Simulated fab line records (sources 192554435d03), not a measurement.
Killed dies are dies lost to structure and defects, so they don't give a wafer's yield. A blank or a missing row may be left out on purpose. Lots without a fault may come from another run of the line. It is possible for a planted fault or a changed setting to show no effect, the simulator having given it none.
Lot-split experiment | flow n5-finfet | on a route of 1938 steps: 7 lots, 21 wafers read

== THE SPLIT ITSELF ==
At N5_BEOL_M14_EXPOSE_07 (exposes mask V13), the setting dose-mj was moved away from the recipe's 57 on 8 of the 21 wafers read, by -5.9% to +7.4%. This setting was run at the recipe's value on the other wafers.

== FROM THE SPLIT TO THE READING: what the file shows between them, 6 steps ==
- N5_BEOL_M14_PEB_08: peb time 90 s
- N5_BEOL_M14_DEVELOP_09: develop time 45 s
- N5_BEOL_M14_HARDBAKE_14: time 120 s
- N5_BEOL_M14_CD_MEAS_10: target cd 250 nm
- N5_BEOL_M14_STRIP_71: strips in post etch residue remover, time 60 s
- N5_BEOL_M14_SRD_72: time 30 s, dry time 30 s

== THE READING ==
cd-nm at N5_BEOL_M14_CD_MEAS_17, given in nm (cd target 250 nm). Fault-free wafers of this fab line usually give 249.7 nm, standard deviation 2.3 nm.

wafer  | tool, chamber at the split | dose-mj as run | against the recipe | cd-nm, nm | against lot-mates on the recipe
L074.1 | krf-scanner-02, 0          | 59.49          | +4.4%              | 256.4     | +4.8
L074.3 | krf-scanner-02, 0          | 57             | recipe             | 251.6     | -
L074.4 | krf-scanner-02, 0          | 59.49          | +4.4%              | 261.0     | +9.4
L081.4 | krf-scanner-01, 0          | 58.15          | +2.0%              | 252.1     | +3.0
L081.5 | krf-scanner-01, 0          | 57             | recipe             | 250.1     | -
L081.6 | krf-scanner-01, 0          | 57             | recipe             | 248.1     | -
L084.1 | krf-scanner-01, 0          | 57             | recipe             | 248.1     | -
L084.2 | krf-scanner-01, 0          | 61.03          | +7.1%              | 261.1     | +13.0
L084.6 | krf-scanner-01, 0          | 61.03          | +7.1%              | 257.6     | +9.5
L086.3 | krf-scanner-01, 0          | 61.21          | +7.4%              | 263.5     | +11.4
L086.4 | krf-scanner-01, 0          | 57             | recipe             | 252.1     | -
L086.5 | krf-scanner-01, 0          | 61.21          | +7.4%              | 267.6     | +15.5
L089.2 | krf-scanner-02, 0          | 57             | recipe             | 249.2     | -
L089.3 | krf-scanner-02, 0          | 57             | recipe             | 251.2     | -
L089.6 | krf-scanner-02, 0          | 57             | recipe             | 252.0     | -
L090.2 | krf-scanner-02, 0          | 57             | recipe             | 249.3     | -
L090.3 | krf-scanner-02, 0          | 57             | recipe             | 247.6     | -
L090.5 | krf-scanner-02, 0          | 57             | recipe             | 248.0     | -
L091.3 | krf-scanner-01, 0          | 53.64          | -5.9%              | 240.6     | -8.8
L091.4 | krf-scanner-01, 0          | 57             | recipe             | 252.0     | -
L091.6 | krf-scanner-01, 0          | 57             | recipe             | 246.7     | -

FIT RESULTS
A straight line over all 21 wafers: cd-nm changes by +1.76 nm for each +1% of dose-mj; r = +0.93; the points scatter about the line by 2.4 nm.
The same after taking each lot's own level away (the mean of its wafers on the recipe; 21 wafers): +1.66 nm for each +1%; r = +0.96; scatter 1.6 nm.
On that fit, the largest move of dose-mj shifts the reading by 12 nm.
Measured against the standard deviation above, the lots' own levels, which go from 248.10 to 252.10 nm, span 1.7 times it.
Hence the lot-to-lot level has little effect on the slope; both slopes agree.
Check: for one of the wafers moved furthest among these (+7.4%), held out of the fit, the line's prediction against its lot-mates is +12.6 nm. It came out at +11.4 nm against them.

== OTHER SPLITS APPLIED TO THESE WAFERS ==
Other splits were also applied to these wafers ahead of the reading. Each is held against what the fit with the lots' levels taken away leaves over:
other split on the same wafers | wafers away from the commonest value | r with cd-nm (lot level and that fit taken away)
N5_BEOL_M9_COAT_22 spin-rpm    | 5                                    | +0.24
N5_BEOL_M10_COAT_05 spin-rpm   | 5                                    | -0.03
N5_BEOL_M10_ETCH_62 time-s     | 6                                    | -0.20
N5_BEOL_M12_COAT_66 spin-rpm   | 8                                    | -0.12
N5_BEOL_M13_COAT_04 spin-rpm   | 6                                    | +0.06
N5_BEOL_M13_ETCH_59 time-s     | 4                                    | +0.48

== THE WHOLE CHAIN: every reading that the file lists as answering this split, in the file's order ==
step                   | what it does     | reading | change (the file's fit)              | r (the file's)
N5_BEOL_M14_CD_MEAS_10 | target cd 250 nm | cd-nm   | +1.64 nm for each +1% of the setting | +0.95
N5_BEOL_M14_CD_MEAS_17 | target cd 250 nm | cd-nm   | +1.65 nm for each +1% of the setting | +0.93

== FILE'S OWN FIT ==
cd-nm changes by +1.65 nm for each +1% of dose-mj, r = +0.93.
